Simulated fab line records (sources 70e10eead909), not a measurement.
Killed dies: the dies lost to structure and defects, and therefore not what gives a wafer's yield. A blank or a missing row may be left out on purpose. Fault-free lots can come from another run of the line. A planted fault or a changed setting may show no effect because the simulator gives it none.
Chamber matching ; flow nand harc ; NHARC_A_BLC_CMP_25 on cmp-01 has 4 sister chambers
The step polishes, t overpolish 30 s, target thk 150 nm. 8 wafers are shown with their chamber, then 7 later ones without.

WAFERS PAIRED WITH THEIR CHAMBERS
wafer;chamber;motor current A (A);time to endpoint s (s)
L074.6;1;12.5;26.2
L080.5;0;13.5;30.1
L080.6;3;13.2;25.6
L084.1;2;11.6;30.7
L084.2;0;13.4;31.1
L084.3;3;12.8;27.1
L087.1;2;11.7;29.5
L087.2;1;12.4;26.0

WAFERS WITH NO CHAMBER GIVEN
wafer;motor current A (A);time to endpoint s (s)
L087.6;12.2;27.8
L091.1;11.9;29.7
L091.4;12.6;30.1
L091.5;12.6;30.1
L094.2;11.7;26.1
L094.4;12.6;25.2
L094.5;13.6;26.5

EACH ONE'S CHAMBER
wafer;from the rows above;in truth
L087.6;can't be placed: 1 or 2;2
L091.1;2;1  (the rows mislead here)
L091.4;can't be placed: 1 or 3 or 0 or 2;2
L091.5;can't be placed: 1 or 3 or 0 or 2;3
L094.2;can't be placed: 1 or 2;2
L094.4;can't be placed: 1 or 3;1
L094.5;can't be placed: 3 or 0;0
Placed correctly: 0 of 7. Can't be placed from these rows: 6 (the true chamber is among the candidates in 6). Placed wrongly: 1.
How it was worked out, from the rows above alone: a wafer's distance from a chamber is the root of the sum, over the readings, of the square of ((its reading less the chamber's mean) divided by the reading's scatter). If the next closest chamber is less than 2 further off than the closest, the wafer can't be placed; otherwise it belongs to the closest. A chamber's mean is the mean of its shown wafers. How the scatter is found: for the shown wafers, subtract from each reading the mean of its chamber, square and add these, divide the total by (wafers less chambers), then take the root.
